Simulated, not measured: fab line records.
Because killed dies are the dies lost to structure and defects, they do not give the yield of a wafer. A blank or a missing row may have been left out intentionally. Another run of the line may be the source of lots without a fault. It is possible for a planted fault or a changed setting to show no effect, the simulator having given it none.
A struck lot beside a sound one / flow nand-harc / 39 out of 1302 route steps
Sound: these wafers, L181.3, L181.5, L181.6. Struck: wafers L189.1, L189.2, L189.5. The cause is given at the end.
Each step with rows lists, per side, the tool, then ch with its chambers, then its first start. Under that, the readings that differ: sound wafers / struck wafers / difference of the means / sigmas: that difference in standard deviations of wafers without a fault.
alike: same words and numbers on both sides, and readings whose means sit less than 2 such deviations apart. not compared: any withheld reading, any reading some wafer has no value for, any bound like >300 that may hide the same value, and any number with overlapping values for which the record gives no deviation.
The two part at a step that has a row with sigmas, a row that says differs or no value, or rows on one side only. Numbers that don't overlap but have no deviation are shown without sigmas and don't part them. A reading that every wafer of one side lacks parts them only if that side has two wafers or more.

first, 1 step without rows for these wafers: NHARC_A_CHANNEL_HOLE_D2_XSEM_32.
NHARC_A_CHANNEL_HOLE_D2_INSPECT_40:
  struck on defect-inspect-02, day 17 20:15; sound on defect-inspect-02, day 14 03:49
  alike: raw-defect-count
then, 6 steps without rows for these wafers: NHARC_A_CHANNEL_FILL_D2_PRECLEAN_00 (cleans in SC1); NHARC_A_CHANNEL_FILL_D2_SRD_01; NHARC_A_CHANNEL_FILL_D2_ALD_02 (deposits SiO2, target thk 6 nm, pulse time 10 s, ald cycles 60); NHARC_A_CHANNEL_FILL_D2_ALD_03 (deposits SiNx, target thk 6 nm, pulse time 60 s, ald cycles 58); NHARC_A_CHANNEL_FILL_D2_ALD_14 (deposits SiO2, target thk 2.5 nm, pulse time 10 s, ald cycles 25); NHARC_A_CHANNEL_FILL_D2_ALD_15 (deposits SiNx, target thk 2 nm, pulse time 60 s, ald cycles 19).
NHARC_A_CHANNEL_FILL_D2_ALD_16: deposits SiO2, target thk 1.5 nm, pulse time 10 s, ald cycles 15.
  sound on ald-hk-04 ch 0,2,3, day 14 16:17; struck on ald-hk-03 ch 0,1,2, day 18 08:53
  alike: heater-power-w, precursor-pulse-height-rel
then, 3 steps without rows for these wafers: NHARC_A_CHANNEL_FILL_D2_ANNEAL_17 (time 1800 s); NHARC_A_CHANNEL_FILL_D2_CVD_18 (deposits poly-Si, target thk 3 nm); NHARC_A_CHANNEL_FILL_D2_ETCHBACK_19 (etches the open film in HBr/Cl2, target depth 5 nm, time 1.7 s).
NHARC_A_CHANNEL_FILL_D2_ETCHBACK_20: etches the open film in C4F8/O2/Ar, target depth 27 nm, time 13.5 s.
  sound on rie-diel-12 ch 0,1, day 15 04:43; struck on rie-diel-08 ch 2,3, day 18 21:07
  alike: oes-product-au, rf-vpp-V
  not compared: rf-hours-counter-h
NHARC_A_CHANNEL_FILL_D2_STRIP_28: strips in O2, time 20 s.
  sound on rie-diel-12 ch 1,2,3, day 15 04:49; struck on rie-diel-08 ch 1,2,3, day 18 21:12
  alike: drypump-motor-current-A, oes-product-au, rf-vpp-V, showerhead-plenum-p-Torr, throttle-valve-pct
  not compared: rf-hours-counter-h
then, 4 steps without rows for these wafers: NHARC_A_CHANNEL_FILL_D2_PRECLEAN_21 (cleans in dHF, time 30 s); NHARC_A_CHANNEL_FILL_D2_SRD_23; NHARC_A_CHANNEL_FILL_D2_CVD_05 (deposits poly-Si, target thk 5 nm); NHARC_A_CHANNEL_FILL_D2_ANNEAL_22 (time 7200 s).
NHARC_A_CHANNEL_FILL_D2_THK_MEAS_06: measures by ellipsometry.
  struck on film-metro-01, day 19 08:25; sound on film-metro-01, day 15 16:34
  alike: thk-nm
then, 1 step without rows for these wafers: NHARC_A_CHANNEL_FILL_D2_ALD_25 (deposits SiOx, target thk 60 nm, pulse time 10 s, ald cycles 600).
NHARC_A_CHANNEL_FILL_D2_ETCHBACK_08: etches the open film in C4F8, target depth 220 nm, time 110 s.
  sound: rie-diel-08 ch 0,3; struck: rie-diel-08 ch 0,2,3
reading=oes-product-au (a.u.); sound=1.00 1.01 1.00; struck=0.93 0.93 0.93; difference=-0.07; sigmas=-2
  alike: rf-vpp-V
  not compared: rf-hours-counter-h
then, 6 steps without rows for these wafers: NHARC_A_CHANNEL_FILL_D2_STRIP_29 (strips in O2, time 20 s); NHARC_A_CHANNEL_FILL_D2_PRECLEAN_30 (cleans in dHF, time 30 s); NHARC_A_CHANNEL_FILL_D2_SRD_31; NHARC_A_CHANNEL_FILL_D2_CVD_09 (deposits poly-Si, target thk 150 nm, time 3000 s); NHARC_A_CHANNEL_FILL_D2_CMP_10 (polishes, target thk 150 nm); NHARC_A_CHANNEL_FILL_D2_SRD_12.
NHARC_A_CHANNEL_FILL_D2_RTA_24: time 5 s.
  sound on rtp-anneal-01 ch 0, day 16 06:53; struck on rtp-anneal-02 ch 0, day 19 20:19
reading=lamp-power-pct (%); sound=32.6 32.6 32.6; struck=31.1 31.1 31.1; difference=-1.5; sigmas=-2
  alike: wafer_temp_C_max
NHARC_A_STAIRCASE_DEP_156: deposits SiNx, target thk 50 nm.
  sound on pecvd-01 ch 0,1,2, day 16 07:07; struck on pecvd-01 ch 0,2, day 19 20:35
  alike: heater-power-w
then, 9 steps without rows for these wafers: NHARC_A_STAIRCASE_DEHYDRATE_158 (time 120 s); NHARC_A_STAIRCASE_HMDS_159 (time 30 s); NHARC_A_STAIRCASE_COAT_160; NHARC_A_STAIRCASE_SOFTBAKE_161 (time 170 s); NHARC_A_STAIRCASE_EBR_162; NHARC_A_STAIRCASE_EXPOSE_163 (exposes mask STAIR OPEN); NHARC_A_STAIRCASE_PEB_164 (peb time 130 s); NHARC_A_STAIRCASE_DEVELOP_165 (time 140 s); NHARC_A_STAIRCASE_HARDBAKE_167 (time 140 s).
-- record jumps: 9 days between struck wafers' starts before vs after; left off in module A_STAIRCASE, resumes in module END, first step shown is number 1302 of the route --
NHARC_END_SORT_01:
  at this point the record logs the struck wafers (prober-01 ch 0, day 29 00:11) and has no rows for the sound ones

== WHERE THEY PART ==
Last at NHARC_END_SORT_01 as far as this record goes, first at NHARC_A_CHANNEL_FILL_D2_ETCHBACK_08.

WHY: what the simulator had put in
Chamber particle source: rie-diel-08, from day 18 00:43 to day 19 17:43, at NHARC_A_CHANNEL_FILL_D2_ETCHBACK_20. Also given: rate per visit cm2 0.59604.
